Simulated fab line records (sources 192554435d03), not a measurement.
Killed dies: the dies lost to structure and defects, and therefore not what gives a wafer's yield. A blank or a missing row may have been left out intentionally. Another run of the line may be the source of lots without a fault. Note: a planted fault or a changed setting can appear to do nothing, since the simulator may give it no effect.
fab line records    flow n5_finfet
record: lots: 10  wafers: 29  last_day: 17
route steps=1938 shown MOL_CONTACT_COAG@546 BEOL_M4@1111 PASSIVATION@1936
lots that met no fault: taken from a fault-free run of the same line
start_h: hours from the record's opening day to when the first of the lot's shown wafers began    wait_h: how many hours have passed since the lot's step before this one    " identical to the entry in the row above    L1.1+2: a single row standing in for several wafers    - value missing, or start not given    * or withheld: withheld    < > ~ a bound
route shown NAME@n: a module of which the file shows steps, and the number in the route of the first    usual: mean/standard deviation of fault-free wafers    same: alike in all rows    chamber/n: place in a boat    sites: readings site by site    _std_site: standard deviation of those values    _edge_site: inner sites' mean taken away from outer sites' mean    radius_mm: how far each site lies from the wafer's centre    mask NAME#n: copy n    behind: the most recent tool/chamber to have shaped the wafer    hold: why the lot was held/for how many hours/how that ended    device: names the non-switching transistor (n, p or np)    end of line: tests of these same wafers at the route's end    a step given without rows: its recipe and nothing more    killed: dies lost to structure and defects at the first sort, not the wafer's yield    map: a wafer's dies, marking killed ones x, the rest . and places with no die _
set.NAME: the run value of the setting; set.NAME@STEP: its run value at that earlier step    model.NAME: the simulator's own value behind a step, which no gauge read
route steps across a sampled set of lots; one table per step, one row per wafer
services: the hour from which a tool's chamber was out of use, counted from the record's first day as start_h (under 0 if before that day), plus the number of hours and why
== steps ==
step: N5_MOL_CONTACT_COAG_PRE_CLEAN_141
recipe: gas: H2/He  time_s: 60  temp_c: 300
usual: heater_power_w: 449/38
lot.wafer  tool            chamber  start_h  wait_h  heater_power_w
L364.2     pvd_sputter-01  -        103.24   2.1     474
L364.4     "               -        "        "       492
L364.6     "               -        "        "       468
L365.3     pvd_sputter-03  -        108.31   0.5     419
L365.4     "               -        "        "       427
L365.6     "               -        "        "       388
L367.1     pvd_sputter-01  -        118.93   1.9     480
L367.2     "               -        "        "       484
L367.5     "               -        "        "       499
L371.3     pvd_sputter-03  -        139.50   0.6     405
L371.4     "               -        "        "       388
L371.6     "               -        "        "       426
L374.3     pvd_sputter-02  -        158.89   0.9     461
L374.6     "               -        "        "       468
L377.1     pvd_sputter-02  -        177.81   0.5     395
L377.5     "               -        "        "       474
L377.6     "               -        "        "       437
L378.1     pvd_sputter-02  -        181.85   1.0     471
L378.2     "               -        "        "       469
L378.6     "               -        "        "       461
L380.1     pvd_sputter-02  -        194.41   0.9     462
L380.4     "               -        "        "       445
L380.5     "               -        "        "       467
L383.2     pvd_sputter-03  -        208.51   0.5     419
L383.3     "               -        "        "       416
L383.4     "               -        "        "       387
L384.3     pvd_sputter-01  -        221.13   0.6     480
L384.5     "               -        "        "       474
L384.6     "               -        "        "       515
step: N5_MOL_CONTACT_COAG_ALD_27
recipe: material: SiOC  target_thk_a: 170  temp_c: 400  ald_precursor_family: carbosiloxane  ald_co_reactant: H2-plasma  pulse_time_s: 1.5  time_s: 2720  purge_time_s: 2  co_reactant_purge_time_s: 2  ald_cycles: 340  pressure_torr: 2
usual: heater_power_w: 890/79  precursor_pulse_height_rel: 1.000/0.019
lot.wafer  tool        chamber  start_h  wait_h  heater_power_w  precursor_pulse_height_rel
L364.2     ald_sin-03  2        107.79   0.0     917             1.058
L364.4     "           1        "        "       922             0.979
L364.6     "           1        "        "       949             0.984
L365.3     ald_sin-01  3        112.59   0.9     898             1.006
L365.4     "           0        "        "       757             0.969
L365.6     "           2        "        "       996             0.995
L367.1     ald_sin-03  3        123.37   0.0     1021            1.003
L367.2     "           0        "        "       916             1.012
L367.5     "           3        "        "       1034            1.008
L371.3     ald_sin-04  2        143.79   0.3     859             0.992
L371.4     "           1        "        "       798             0.975
L371.6     "           3        "        "       864             0.987
L374.3     ald_sin-04  3        163.12   0.2     835             0.981
L374.6     "           0        "        "       933             1.011
L377.1     ald_sin-04  1        183.28   0.9     803             1.010
L377.5     "           0        "        "       955             0.996
L377.6     "           3        "        "       864             0.998
L378.1     ald_sin-01  2        186.93   0.0     979             1.010
L378.2     "           0        "        "       782             0.989
L378.6     "           3        "        "       903             1.013
L380.1     ald_sin-01  0        199.66   0.0     784             0.995
L380.4     "           3        "        "       918             1.008
L380.5     "           2        "        "       971             1.008
L383.2     ald_sin-04  3        212.08   0.3     863             0.973
L383.3     "           2        "        "       832             1.016
L383.4     "           0        "        "       944             1.008
L384.3     ald_sin-01  3        225.53   0.1     919             1.013
L384.5     "           3        "        "       903             1.005
L384.6     "           2        "        "       1002            0.989
step: N5_MOL_CONTACT_COAG_CMP_28
recipe: stop_on: SiNx  t_overpolish_s: 0.85  post_cmp_clean: alkaline_brush  down_force_psi: 4.15  platen_rpm: 51.8  pad_velocity_m_s: 1.0307  target_thk_nm: 14.522
usual: motor_current_A: 13.0/1.1  slurry_filter_dp_kPa: 13.50/0.14  time_to_endpoint_s: 4.0/2.1
lot.wafer  tool    chamber  start_h  wait_h  motor_current_A  slurry_filter_dp_kPa  time_to_endpoint_s
L364.2     cmp-04  3        109.36   0.8     14.0             13.48                 4.4
L364.4     "       2        "        "       12.3             13.70                 1.0
L364.6     "       3        "        "       13.6             13.49                 2.7
L365.3     cmp-03  1        114.25   0.9     13.9             13.61                 3.2
L365.4     "       2        "        "       14.0             13.06                 3.3
L365.6     "       1        "        "       14.2             13.60                 3.1
L367.1     cmp-02  1        125.02   0.9     12.9             13.58                 4.7
L367.2     "       2        "        "       11.3             13.67                 4.4
L367.5     "       3        "        "       12.8             13.55                 8.1
L371.3     cmp-03  1        145.36   0.8     14.5             13.55                 2.4
L371.4     "       3        "        "       11.5             13.46                 2.7
L371.6     "       1        "        "       14.5             13.66                 1.3
L374.3     cmp-04  2        164.76   0.9     12.5             13.64                 6.2
L374.6     "       0        "        "       11.1             13.27                 5.0
L377.1     cmp-03  1        184.85   0.8     13.6             13.72                 6.0
L377.5     "       1        "        "       14.6             13.47                 5.6
L377.6     "       2        "        "       13.9             13.51                 3.4
L378.1     cmp-02  3        188.50   0.8     13.2             13.58                 6.0
L378.2     "       2        "        "       10.8             13.41                 1.3
L378.6     "       0        "        "       12.3             13.90                 4.5
L380.1     cmp-02  2        201.30   0.9     11.4             13.60                 0.0
L380.4     "       3        "        "       13.3             13.39                 2.9
L380.5     "       1        "        "       13.8             13.56                 0.8
L383.3     cmp-02  2        213.65   0.8     11.3             13.42                 1.1
L383.2     "       3        "        "       13.0             13.50                 5.0
L383.4     "       0        "        "       12.7             13.37                 2.2
L384.3     cmp-02  2        227.18   0.9     11.4             13.41                 5.1
L384.5     "       0        "        "       13.8             13.49                 6.6
L384.6     "       1        "        "       13.0             13.43                 4.9
step: N5_MOL_CONTACT_COAG_EXPOSE_81
recipe: mask_id: VG  na: 0.33  source_shape: annular  sigma_inner: 0.3  sigma_outer: 0.7  polarization: unpolarized  defocus_nm: 0  dose_mj: 59.5
usual: focus_offset_nm: 0.0/0.53
lot.wafer  tool            chamber  start_h  wait_h  mask  focus_offset_nm
L364.2     euv_scanner-01  0        110.40   -       VG#0  -0.6
L364.4     "               0        "        "       VG#0  0.6
L364.6     "               0        "        "       VG#0  -0.5
L365.3     euv_scanner-02  0        115.38   -       VG#0  -0.1
L365.4     "               0        "        "       VG#0  0.2
L365.6     "               0        "        "       VG#0  0.0
L367.1     euv_scanner-01  0        126.26   -       VG#0  0.4
L367.2     "               0        "        "       VG#0  0.1
L367.5     "               0        "        "       VG#0  0.3
L371.3     euv_scanner-02  0        146.41   -       VG#0  -0.3
L371.4     "               0        "        "       VG#0  0.1
L371.6     "               0        "        "       VG#0  0.6
L374.3     euv_scanner-02  0        165.73   -       VG#0  -0.1
L374.6     "               0        "        "       VG#0  0.2
L377.1     euv_scanner-01  0        186.12   -       VG#0  -1.0
L377.5     "               0        "        "       VG#0  -0.3
L377.6     "               0        "        "       VG#0  -0.3
L378.1     euv_scanner-01  0        189.78   -       VG#0  -0.2
L378.2     "               0        "        "       VG#0  -0.8
L378.6     "               0        "        "       VG#0  0.4
L380.1     euv_scanner-02  0        202.69   -       VG#0  -0.6
L380.4     "               0        "        "       VG#0  -0.2
L380.5     "               0        "        "       VG#0  0.1
L383.2     euv_scanner-02  0        215.20   -       VG#0  1.3
L383.3     "               0        "        "       VG#0  0.6
L383.4     "               0        "        "       VG#0  0.2
L384.3     euv_scanner-02  0        228.19   -       VG#0  -0.4
L384.5     "               0        "        "       VG#0  -0.5
L384.6     "               0        "        "       VG#0  -0.2
step: N5_MOL_CONTACT_COAG_OVL_MEAS_85
recipe: points_per_wafer: 522
usual: VG_OVL: -0.9/0.85
lot.wafer  tool        chamber  start_h  wait_h  VG_OVL[nm]
L364.2     overlay-01  0        110.57   0.0     0.6
L364.4     "           0        "        "       -0.3
L364.6     "           0        "        "       0.0
L365.3     overlay-01  0        115.55   0.0     0.1
L365.4     "           0        "        "       -0.1
L365.6     "           0        "        "       1.1
L367.1     overlay-01  0        126.43   0.0     0.0
L367.2     "           0        "        "       -1.2
L367.5     "           0        "        "       -1.4
L371.3     overlay-01  0        146.58   0.0     0.6
L371.4     "           0        "        "       -0.6
L371.6     "           0        "        "       -0.2
L374.3     overlay-02  0        165.90   0.0     -0.6
L374.6     "           0        "        "       0.6
L377.1     overlay-01  0        186.29   0.0     12.5
L377.5     "           0        "        "       12.8
L377.6     "           0        "        "       12.6
L378.1     overlay-01  0        189.95   0.0     11.9
L378.2     "           0        "        "       10.9
L378.6     "           0        "        "       11.2
L380.1     overlay-01  0        202.86   0.0     -1.1
L380.4     "           0        "        "       -1.1
L380.5     "           0        "        "       -0.6
L383.2     overlay-01  0        215.37   0.0     -1.0
L383.3     "           0        "        "       -0.8
L383.4     "           0        "        "       -0.4
L384.3     overlay-02  0        228.36   0.0     -1.7
L384.5     "           0        "        "       -0.7
L384.6     "           0        "        "       -1.1
step: N5_BEOL_M4_RC_MEAS_101
usual: DIBL_N: 36.9/1.7  DIBL_P: 37.3/2.3  IOFF_N: 0.16/0.033  IOFF_P: 0.22/0.04  ION_N: 673/12  ION_P: 463/8  SS_N: 71.6/0.58  SS_P: 73.4/0.74  VT_N: 250/3.2  VT_P: -250/3.4
lot.wafer  tool       chamber  start_h  wait_h  DIBL_N[mV/V]  DIBL_P[mV/V]  IOFF_N[nA/um]  IOFF_P[nA/um]  ION_N[uA/um]  ION_P[uA/um]  SS_N[mV/dec]  SS_P[mV/dec]  VT_N[mV]  VT_P[mV]
L364.2     prober-02  0        181.31   0.2     35.8          38.3          0.15           0.19           669           455           71.9          74.0          251       -256
L364.4     "          0        "        "       36.7          38.5          0.16           0.20           675           463           71.5          73.6          249       -255
L364.6     "          0        "        "       36.7          39.2          0.16           0.21           667           458           71.4          74.5          250       -254
L365.3     prober-02  0        190.68   0.3     39.3          42.2          0.25           0.33           684           475           72.0          73.5          245       -245
L365.4     "          0        "        "       38.8          40.3          0.20           0.28           681           465           71.8          74.5          248       -247
L365.6     "          0        "        "       36.7          38.6          0.17           0.25           695           480           72.0          72.9          250       -247
L367.1     prober-01  0        194.08   0.0     38.5          38.0          0.19           0.23           677           456           72.2          73.7          247       -252
L367.2     "          0        "        "       35.9          34.2          0.13           0.18           656           452           71.5          72.1          252       -255
L367.5     "          0        "        "       35.7          33.9          0.14           0.17           658           446           71.7          72.0          253       -257
L371.3     prober-02  0        217.30   0.3     36.2          35.5          0.13           0.18           659           453           72.0          73.3          256       -252
L371.4     "          0        "        "       35.7          36.2          0.13           0.18           655           452           71.5          72.9          255       -252
L371.6     "          0        "        "       37.7          37.3          0.16           0.21           664           457           72.6          72.8          252       -250
L374.3     prober-01  0        242.60   0.3     38.1          37.6          0.16           0.21           661           458           71.7          73.0          249       -251
L374.6     "          0        "        "       36.4          37.6          0.15           0.22           681           473           71.1          73.7          250       -247
L378.1     prober-01  0        261.93   0.0     35.4          36.1          0.14           0.18           682           468           71.1          73.3          252       -256
L378.2     "          0        "        "       35.7          36.8          0.13           0.19           650           452           71.7          73.2          255       -253
L378.6     "          0        "        "       35.7          36.9          0.13           0.20           669           462           71.7          73.1          251       -252
L380.1     prober-01  0        273.88   0.0     37.3          38.6          0.19           0.23           678           463           72.3          73.4          248       -248
L380.4     "          0        "        "       36.8          38.4          0.18           0.25           676           463           71.2          73.5          249       -247
L380.5     "          0        "        "       36.2          38.2          0.16           0.23           669           460           71.0          73.0          252       -247
L383.2     prober-02  0        304.66   0.2     37.1          37.2          0.18           0.22           677           461           71.6          74.7          246       -251
L383.3     "          0        "        "       34.8          35.2          0.14           0.18           677           458           70.7          72.4          252       -254
L383.4     "          0        "        "       32.6          31.7          0.10           0.15           650           449           69.9          72.3          257       -259
L384.3     prober-01  0        308.31   0.3     34.2          36.0          0.12           0.19           669           467           71.6          72.4          256       -254
L384.5     "          0        "        "       39.0          41.1          0.20           0.27           677           465           72.0          73.9          246       -248
L384.6     "          0        "        "       36.4          37.0          0.14           0.21           667           464           71.3          73.9          254       -248
step: N5_PASSIVATION_PROBE_49
usual: defect_limited_yield: 91.2/1.3  killed_at_M0_to_M3: 34/10  killed_at_M4_up: 13/4.6  killed_at_contacts: 13/5.5  killed_at_front_end: 41/12  killed_at_other: 2.8/2.4  killed_dies: 104/16  killed_on_rim: 14/4.2  killed_open: 67/12  killed_short: 33/7.2  sort_bin_5_function: 5.1/0.86  sort_bin_6_memory: 3.3/0.62  sort_n_pass: 1076/16  sort_yield_pct: 91.2/1.3
same: gross_dies: 1180  killed_at_back_side: 0  sort_bin_4_leakage[%]: 0  sort_bin_8_speed[%]: 0
lot.wafer  tool       chamber  start_h  wait_h  defect_limited_yield[%]  killed_at_M0_to_M3  killed_at_M4_up  killed_at_contacts  killed_at_front_end  killed_at_other  killed_dies  killed_on_rim  killed_open  killed_short  sort_bin_5_function[%]  sort_bin_6_memory[%]  sort_n_pass  sort_yield_pct[%]
L378.1     prober-01  -        369.72   0.0     0                        42                  12               1078                44                   4                1180         152            88           27            50.9                    4.3                   0            0
L378.2     prober-01  -        369.77   0.1     0                        14                  13               1097                46                   10               1180         152            60           27            51.4                    2.5                   0            0
L378.6     prober-01  -        369.97   0.3     0                        45                  4                1080                47                   4                1180         152            76           27            53.5                    3.3                   0            0
killed by level:class
L378.1 MOL_CONTACT_COAG:overlay=1063 FIN_SAQP:geometric_particle:open=15 MOL_CONTACT_COAG:geometric_particle:open=12 BEOL_M0_SAQP:geometric_particle:open=11 BEOL_M2:geometric_particle:open=11 BEOL_M0_SAQP:geometric_particle:short=10 BEOL_M1:geometric_particle:open=8 BEOL_M5:geometric_particle:open=8
L378.2 MOL_CONTACT_COAG:overlay=1092 STI_FIN_REVEAL:geometric_particle:open=9 FIN_SAQP:geometric_particle:open=9 FIN_SAQP:geometric_particle:short=7 BEOL_M2:geometric_particle:open=6 BEOL_M0_SAQP:geometric_particle:short=5 GATE_CUT:geometric_particle:open=4 MOL_CONTACT_COAG:geometric_particle:open=4
L378.6 MOL_CONTACT_COAG:overlay=1068 BEOL_M0_SAQP:geometric_particle:open=15 BEOL_M2:geometric_particle:open=15 HKMG_FIN:area_etch=9 FIN_SAQP:geometric_particle:short=8 FIN_SAQP:geometric_particle:open=8 MOL_CONTACT_COAG:geometric_particle:open=8 BEOL_M0_SAQP:geometric_particle:short=6
== services ==
tool            chamber  start_h  hours  kind
euv_scanner-01  -        82.55    1.0    pm
cmp-03          -        84.01    0.3    repair
cmp-02          -        84.60    2.7    repair
ald_sin-01      -        87.62    14.0   pm
pvd_sputter-01  -        94.72    1.8    repair
ald_sin-03      2        121.08   6.2    repair
euv_scanner-02  -        125.38   1.0    pm
cmp-02          -        126.23   4.0    pm
euv_scanner-01  -        138.70   1.0    pm
ald_sin-01      -        144.75   4.3    pm
ald_sin-03      1        147.61   3.5    repair
ald_sin-03      -        151.62   0.4    repair
cmp-03          -        153.40   0.4    repair
pvd_sputter-03  -        157.71   0.7    repair
euv_scanner-02  -        159.97   0.4    repair
cmp-02          -        161.57   13.1   pm
ald_sin-01      1        171.53   61.6   repair
ald_sin-01      0        180.13   1.6    repair
euv_scanner-02  -        181.53   1.0    pm
euv_scanner-01  -        194.85   1.0    pm
cmp-03          -        211.58   1.2    repair
cmp-02          -        214.68   4.4    repair
euv_scanner-02  -        216.93   4.6    pm
euv_scanner-01  -        221.53   4.6    pm
== key ==
first_sign: step: N5_MOL_CONTACT_COAG_OVL_MEAS_85  reading: VG_OVL  direction: up  sigmas: 15  usual: -0.9  struck: 12.0
effect: step: N5_PASSIVATION_PROBE_49  reading: killed_at_contacts  direction: up  sigmas: 99+  usual: 13  struck: 1085
more_kills_born_at: N5_MOL_CONTACT_COAG_EXPOSE_81@euv_scanner-01: 3223
met_at N5_MOL_CONTACT_COAG_EXPOSE_81
struck_lots L377,L378
rows_end L377.1,L377.5,L377.6
not_acting_at N5_MOL_CONTACT_COAG_PRE_CLEAN_141,N5_MOL_CONTACT_COAG_ALD_27,N5_MOL_CONTACT_COAG_CMP_28
onset_between 126.26 186.12
fault: kind: scanner_matching_overlay  tool: euv_scanner-01  chamber: -  onset_h: 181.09  steps: N5_MOL_CONTACT_COAG_EXPOSE_81  offset: 13.252
rows_end: these wafers met a further fault down the route, and their rows from its step on are left out
